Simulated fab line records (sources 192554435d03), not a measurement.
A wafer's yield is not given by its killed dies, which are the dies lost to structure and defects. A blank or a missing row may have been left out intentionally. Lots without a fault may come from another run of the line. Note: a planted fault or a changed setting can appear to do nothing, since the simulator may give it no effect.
Matching of chambers | flow n5 finfet | N5_FIN_SAQP_FIN_ETCH_36 on rie si-06: 4 sister chambers
The step etches the open film in HBr/Cl2/O2, target depth 120 nm, time 50.4 s. 4 wafers are shown with their chamber, then 11 later ones without.

WAFERS WITH THEIR CHAMBER
wafer  | chamber | throttle valve pct (%)
L086.1 | 3       | 36.30
L086.2 | 0       | 35.56
L086.3 | 2       | 36.40
L087.2 | 1       | 36.00

WAFERS WITHOUT THEIR CHAMBER
wafer  | throttle valve pct (%)
L087.4 | 36.28
L087.6 | 35.56
L088.1 | 36.39
L088.3 | 36.30
L088.4 | 36.02
L090.1 | 35.59
L090.2 | 36.00
L090.4 | 36.30
L093.1 | 36.38
L093.2 | 35.56
L093.6 | 35.57

EACH ONE'S CHAMBER
wafer  | from the rows above | in truth
L087.4 | 3                   | 3
L087.6 | 0                   | 0
L088.1 | 2                   | 2
L088.3 | 3                   | 3
L088.4 | 1                   | 1
L090.1 | 0                   | 0
L090.2 | 1                   | 1
L090.4 | 3                   | 3
L093.1 | 2                   | 2
L093.2 | 0                   | 0
L093.6 | 0                   | 0
Correctly placed: 11 of 11. Number that these rows cannot place: 0. Placed wrongly: 0.
How it was worked out, from the rows above alone: a wafer's distance from a chamber is the root of the sum, over the readings, of the square of ((its reading less the chamber's mean) divided by the reading's scatter). The wafer belongs to the nearest chamber; if the next one is less than 2 further off, it can't be placed. For every chamber, the mean is computed from those of its wafers that are shown. The scatter: root of mean squared gap, hidden wafer to nearest shown wafer, with one shown wafer a chamber.
